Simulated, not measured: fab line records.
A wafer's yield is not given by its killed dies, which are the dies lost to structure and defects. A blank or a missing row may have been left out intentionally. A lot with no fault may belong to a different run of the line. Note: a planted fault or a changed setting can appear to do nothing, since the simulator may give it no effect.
fab line records :: flow n5_finfet
[record]
  lots = 4
  wafers = 12
  last_day = 18
route steps=1938 shown BEOL_M9@1461 BEOL_M10@1470 PASSIVATION@1936
lots with no fault: from the same line, run without faults
start_h: hours from the record's first day to the start of the lot's first wafer shown :: wait_h: hours from the lot's prior step to this one :: " the same as in the row above :: L1.1+2: a single row standing in for several wafers :: - no value present, or no start provided :: * or withheld: withheld :: < > ~ a bound
route shown NAME@n: a module of which the file shows steps, and the number in the route of the first :: usual: mean and standard deviation over wafers with no fault :: same: alike in all rows :: chamber/n: place in a boat :: sites: readings site by site :: _std_site: standard deviation of those values :: _edge_site: mean of outer sites minus mean of inner sites :: radius_mm: how far each site lies from the wafer's centre :: mask NAME#n: copy n :: behind: the tool/chamber that last shaped the wafer :: hold: why the lot went on hold/how many hours it stayed there/how the hold came to an end :: device: the transistor (n, p or np) that didn't switch :: end of line: tests run on the same wafers once the route is complete :: a step without rows: its recipe alone :: killed: the dies lost at the first sort to structure and to defects; this is not the yield of the wafer :: map: a wafer's dies, x killed, . not, _ none there
set.NAME: the setting the step ran with; set.NAME@STEP: the setting that earlier step ran with :: model.NAME: the simulator's own value behind a step, which no gauge read
lots at selected steps of the route; one table per step, one row per wafer
services: a tool's chamber out of use, with start hour (start_h, from the record's first day; less than 0 if before it), hours out, and reason
[[steps]]
[step N5_BEOL_M9_SPUTTER_48]
[recipe]
  material = Cu
  target_thk_a = 120
  temp_c = -20
  bias_v = 60
  power_w = 26000
  chamber_pressure_pa = 0.13
  time_s = 2
[step N5_BEOL_M9_ECD_50]
[recipe]
  material = Cu
  target_thk_a = 3180
[step N5_BEOL_M9_ANNEAL_51]
[recipe]
  temp_c = 225
  time_s = 90
  ambient = N2
[step N5_BEOL_M9_CMP_52]
[recipe]
  stop_on = SiCOH_lowk
  t_overpolish_s = 7
  down_force_psi = 1
  platen_rpm = 50
  clearing_platen_down_force_psi = 1.5
  clearing_platen_rpm = 50
  post_cmp_clean = cu_alkaline
  target_thk_nm = 140
  clearing_platen_pad_velocity_m_s = 0.99484
  pad_velocity_m_s = 0.99484
[step N5_BEOL_M9_PRE_CLEAN_55]
[recipe]
  gas = NH3
  time_s = 15
  temp_c = withheld
  rf_power_w = 300
[step N5_BEOL_M9_DEP_56]
[recipe]
  material = SiCN
  target_thk_a = 150
  temp_c = withheld
  precursor = 3MS/NH3
  pressure_torr = 3
  rf_w = 202
  time_s = 26.5
[step N5_BEOL_M10_ILD_DEP_00]
[recipe]
  material = SiCOH_lowk
  target_thk_a = 3085.1
  temp_c = 300
  precursor = DEMS/porogen
  pressure_torr = 5
  rf_w = 500
  time_s = 58
[step N5_BEOL_M10_CURE_71]
[recipe]
  temp_c = 385
  time_s = 240
  ambient = He/Ar
  material = SiCOH_lowk
[step N5_BEOL_M10_PECVD_70]
[recipe]
  material = SiO2
  target_thk_a = 200
  temp_c = 400
  precursor = TEOS/O2
  pressure_torr = 5.5
  rf_w = 450
  teos_flow_sccm = 53.8
  gas = O2
  flow_sccm = 3000
  time_s = 22.7
[usual]
  heater_power_w = 730/100
  showerhead_plenum_p_Torr = 8.78/0.046
  showerhead_vpp_V = 1290/67
  throttle_valve_pct = 21.8/1
[same]
  time_s = 22.7
lot.wafer: L902.1
tool: pecvd-04
chamber: 2
start_h: 259.08
wait_h: 0.0
heater_power_w: 660
showerhead_plenum_p_Torr: 8.75
showerhead_vpp_V: 1343
throttle_valve_pct: 20.5

lot.wafer: L902.4
tool: pecvd-04
chamber: 1
start_h: 259.08
wait_h: 0.0
heater_power_w: 690
showerhead_plenum_p_Torr: 8.79
showerhead_vpp_V: 1294
throttle_valve_pct: 21.9

lot.wafer: L902.5
tool: pecvd-04
chamber: 0
start_h: 259.08
wait_h: 0.0
heater_power_w: 841
showerhead_plenum_p_Torr: 8.75
showerhead_vpp_V: 1340
throttle_valve_pct: 21.1

lot.wafer: L905.2
tool: pecvd-04
chamber: 1
start_h: 294.00
wait_h: 0.0
heater_power_w: 675
showerhead_plenum_p_Torr: 8.77
showerhead_vpp_V: 1242
throttle_valve_pct: 21.8

lot.wafer: L905.3
tool: pecvd-04
chamber: 0
start_h: 294.00
wait_h: 0.0
heater_power_w: 909
showerhead_plenum_p_Torr: 8.76
showerhead_vpp_V: 1350
throttle_valve_pct: 21.5

lot.wafer: L905.5
tool: pecvd-04
chamber: 2
start_h: 294.00
wait_h: 0.0
heater_power_w: 784
showerhead_plenum_p_Torr: 8.76
showerhead_vpp_V: 1321
throttle_valve_pct: 20.4

lot.wafer: L911.1
tool: pecvd-02
chamber: 2
start_h: 330.36
wait_h: 0.0
heater_power_w: 853
showerhead_plenum_p_Torr: 8.79
showerhead_vpp_V: 1174
throttle_valve_pct: 22.2

lot.wafer: L911.4
tool: pecvd-02
chamber: 0
start_h: 330.36
wait_h: 0.0
heater_power_w: 614
showerhead_plenum_p_Torr: 8.77
showerhead_vpp_V: 1259
throttle_valve_pct: 22.0

lot.wafer: L911.5
tool: pecvd-02
chamber: 1
start_h: 330.36
wait_h: 0.0
heater_power_w: 746
showerhead_plenum_p_Torr: 8.80
showerhead_vpp_V: 1421
throttle_valve_pct: 21.3

lot.wafer: L917.2
tool: pecvd-04
chamber: 0
start_h: 369.21
wait_h: 0.0
heater_power_w: 946
showerhead_plenum_p_Torr: 8.74
showerhead_vpp_V: 1351
throttle_valve_pct: 21.5

lot.wafer: L917.4
tool: pecvd-04
chamber: 0
start_h: 369.21
wait_h: 0.0
heater_power_w: 962
showerhead_plenum_p_Torr: 8.77
showerhead_vpp_V: 1360
throttle_valve_pct: 21.5

lot.wafer: L917.6
tool: pecvd-04
chamber: 2
start_h: 369.21
wait_h: 0.0
heater_power_w: 818
showerhead_plenum_p_Torr: 8.74
showerhead_vpp_V: 1334
throttle_valve_pct: 20.6
[step N5_BEOL_M10_HM_DEP_02]
[recipe]
  material = TiN
  target_thk_a = 200
  temp_c = 25
  chamber_pressure_pa = 0.49996
[step N5_BEOL_M10_COAT_59]
[recipe]
  resist = SOC
  temp_c = 250
  time_s = 60
  spin_rpm = 1500
  resist_thk_nm = 100
[step N5_BEOL_M10_COAT_60]
[recipe]
  resist = SiARC
  temp_c = 220
  time_s = 60
  spin_rpm = 1500
  resist_thk_nm = 30
[step N5_BEOL_M10_COAT_05]
[recipe]
  resist = CAR-ArF
  spin_rpm = 1500
  resist_thk_nm = 90
[step N5_BEOL_M10_EBR_07]
[recipe]
  solvent = PGMEA
  ebr_width_mm = 1.5
[step N5_BEOL_M10_SOFTBAKE_06]
[recipe]
  temp_c = 110
  time_s = 60
  resist = CAR-ArF
[step N5_BEOL_M10_EXPOSE_08]
[recipe]
  mask_id = M10
  na = 1.35
  source_shape = dipole
  sigma_inner = 0.411
  sigma_outer = 0.611
  polarization = te
  dose_mj = 53.75
[step N5_BEOL_M10_PEB_09]
[recipe]
  peb_temp_c = withheld
  peb_time_s = 60
  resist = CAR-ArF
[step N5_BEOL_M10_DEVELOP_10]
[recipe]
  develop_time_s = 30
  developer = TMAH
  resist = CAR-ArF
  rinse_liquid = diw
  dry = air_spin
  dev_temp_c = 23
[step N5_BEOL_M10_INSPECT_13]
[recipe]
  mode = adi
  inspect_instrument = brightfield
[usual]
  raw_defect_count = 417/110
lot.wafer: L902.1
tool: defect_inspect-01
chamber: -
start_h: 261.39
wait_h: 0.0
raw_defect_count: 1624

lot.wafer: L902.4
tool: defect_inspect-01
chamber: -
start_h: 261.39
wait_h: 0.0
raw_defect_count: 270

lot.wafer: L902.5
tool: defect_inspect-01
chamber: -
start_h: 261.39
wait_h: 0.0
raw_defect_count: 394

lot.wafer: L905.2
tool: defect_inspect-02
chamber: -
start_h: 295.18
wait_h: 0.0
raw_defect_count: 371

lot.wafer: L905.3
tool: defect_inspect-02
chamber: -
start_h: 295.18
wait_h: 0.0
raw_defect_count: 506

lot.wafer: L905.5
tool: defect_inspect-02
chamber: -
start_h: 295.18
wait_h: 0.0
raw_defect_count: 1572

lot.wafer: L911.1
tool: defect_inspect-02
chamber: -
start_h: 331.23
wait_h: 0.0
raw_defect_count: 400

lot.wafer: L911.4
tool: defect_inspect-02
chamber: -
start_h: 331.23
wait_h: 0.0
raw_defect_count: 506

lot.wafer: L911.5
tool: defect_inspect-02
chamber: -
start_h: 331.23
wait_h: 0.0
raw_defect_count: 348

lot.wafer: L917.2
tool: defect_inspect-02
chamber: -
start_h: 370.81
wait_h: 0.0
raw_defect_count: 318

lot.wafer: L917.4
tool: defect_inspect-02
chamber: -
start_h: 370.81
wait_h: 0.0
raw_defect_count: 469

lot.wafer: L917.6
tool: defect_inspect-02
chamber: -
start_h: 370.81
wait_h: 0.0
raw_defect_count: 564
[step N5_BEOL_M10_DESCUM_16]
[recipe]
  chemistry = O2
  time_s = 7.9
  source_power_w = 50
  bias_power_w = 20
  pressure_mtorr = 20
  rf_frequency_hz = 2.712e+07
  temp_c = 40
  resist = CAR-ArF
  o2_flow_sccm = 225
[step N5_PASSIVATION_PROBE_49]
[usual]
  defect_limited_yield = 90.9/1.4
  killed_at_M0_to_M3 = 37/12
  killed_at_M4_up = 14/5.3
  killed_at_contacts = 12/6.2
  killed_at_front_end = 41/11
  killed_at_other = 3.7/2.9
  killed_dies = 107/17
  killed_on_rim = 14/4.4
  killed_open = 71/12
  killed_short = 34/7.9
  sort_bin_5_function = 5.3/0.95
  sort_bin_6_memory = 3.4/0.7
  sort_n_pass = 1073/17
  sort_yield_pct = 90.9/1.5
[same]
  gross_dies = 1180
  killed_at_back_side = 0
  sort_bin_4_leakage[%] = 0
  sort_bin_8_speed[%] = 0
lot.wafer: L902.1
tool: prober-02
chamber: -
start_h: 325.04
wait_h: 0.0
defect_limited_yield[%]: 86.2
killed_at_M0_to_M3: 19
killed_at_M4_up: 92
killed_at_contacts: 12
killed_at_front_end: 33
killed_at_other: 7
killed_dies: 163
killed_on_rim: 27
killed_open: 56
killed_short: 27
sort_bin_5_function[%]: 6.6
sort_bin_6_memory[%]: 3.7
sort_n_pass: 1017
sort_yield_pct[%]: 86.2

lot.wafer: L905.5
tool: prober-02
chamber: -
start_h: 353.01
wait_h: 0.2
defect_limited_yield[%]: 86.1
killed_at_M0_to_M3: 27
killed_at_M4_up: 87
killed_at_contacts: 7
killed_at_front_end: 40
killed_at_other: 3
killed_dies: 164
killed_on_rim: 25
killed_open: 59
killed_short: 23
sort_bin_5_function[%]: 7.7
sort_bin_6_memory[%]: 3.4
sort_n_pass: 1016
sort_yield_pct[%]: 86.1
// killed by level:class
L902.1 BEOL_M10:unspecified=78 MOL_CONTACT_COAG:geometric_particle:open=9 BEOL_M2:geometric_particle:open=9 DUMMY_GATE:geometric_particle:open=6 FIN_SAQP:geometric_particle:open=5 STI_FIN_REVEAL:geometric_particle:open=5 ILD0:geometric_particle:short=4 STARTING-WAFER:geometric_particle:open=4
L905.5 BEOL_M10:unspecified=79 STI_FIN_REVEAL:geometric_particle:open=11 DUMMY_GATE:geometric_particle:open=7 MOL_CONTACT_COAG:geometric_particle:open=7 BEOL_M0_SAQP:geometric_particle:open=7 BEOL_M0_SAQP:geometric_particle:short=6 BEOL_M2:geometric_particle:open=5 GATE_CUT:geometric_particle:short=4
// map L902.1 (x killed, . not)
_________________.........x..________________
______________.x..x........x..x._____________
___________..x...x.........x.......__________
__________.........x................_________
________x............x......x........._______
_______................................______
______..............x..................._____
_____.............x.....xx.............x.____
____.........x............................___
___...........................x...x........__
___..x.......x...............x.............__
__......x...................x.......x....xxx_
__....x.....x...x.....................x.xxxx_
_...x...............................x.xxxxxxx
_......x...x...x..............xx..x..xxxxxxxx
_......x...x.........x.x..............xxxxxxx
_.xx...........x........x...x.......xxxxxxxxx
_................................x..xxxxxxxxx
_.....................................xxxxxxx
_.....x...................x..........xxxxxxxx
_..x....x............x.......x.x.x..x.xxxxxxx
__..............xx.x..................x.xxxx_
__............x..x.......x.....x........xxxx_
___x...............................xx......__
___.............................x..........__
____..x.....x....x....x.x.................___
_____.........x........xx................____
______...........x........x............._____
_______...............................x______
________......x..................x...._______
__________........................x._________
___________.............x......x...__________
______________.................._____________
_________________...x........________________
// map L905.5 (x killed, . not)
_________________...........x________________
______________............x....._____________
___________..............x.........__________
__________....x.x................x.._________
________.............................x_______
_______x...............................______
______............x..............x......_____
_____...xx..x...........x.xx.x..........x____
____......x...............x...............___
___..x............x....x....x..............__
___.....x....x...xx...................xx...__
__..x..................................x.x.x_
__..x............x..............x......xxxxx_
_x.x..................................xxxxxxx
_...x.......x.....x..................x.xxxxxx
_....x.x....x........................xxxxxxxx
_..........x......x.x........x........xxxxxxx
_x........x.x..x......................xxxxxxx
_.....x..................x.x.........xxxxxxxx
_....x...............................xxxxxxxx
_.....x.......x........x...x........xxxxxxxxx
__.....x.........x......x..x........x.xx.xxx_
__.....................................xxxxx_
___........................x...............__
___...x......xx............................__
____......x....x..............x...........___
_____.........................xx.........____
______x....x................x.......x..._____
_______...x............................______
________.......x..x....x..x..........._______
__________.........................._________
___________........x...........x...__________
______________.................._____________
_________________....x.x.....________________
[[services]]
tool: pecvd-02
chamber: -
start_h: 265.94
hours: 6.0
kind: pm

tool: pecvd-02
chamber: -
start_h: 289.68
hours: 2.4
kind: repair

tool: pecvd-04
chamber: 1
start_h: 297.75
hours: 48.4
kind: repair

tool: pecvd-04
chamber: 0
start_h: 304.09
hours: 2.1
kind: scheduled_down

tool: pecvd-04
chamber: 2
start_h: 333.04
hours: 2.6
kind: repair
[[key]]
[first_sign]
  step = N5_BEOL_M10_INSPECT_13
  reading = raw_defect_count
  direction = up
  sigmas = 11
  usual = 417
  struck = 1598
[effect]
  step = N5_PASSIVATION_PROBE_49
  reading = killed_at_M4_up
  direction = up
  sigmas = 14
  usual = 14
  struck = 90
[more_kills_born_at]
  N5_BEOL_M10_PECVD_70@pecvd-04 = 157
met_at N5_BEOL_M10_PECVD_70
struck_wafers L902.1,L905.5
[fault]
  kind = chamber_particle_source
  tool = pecvd-04
  chamber = 2
  onset_h = 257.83
  steps = N5_BEOL_M10_PECVD_70
  rate_per_visit_cm2 = 1.8102
  end_h = 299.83
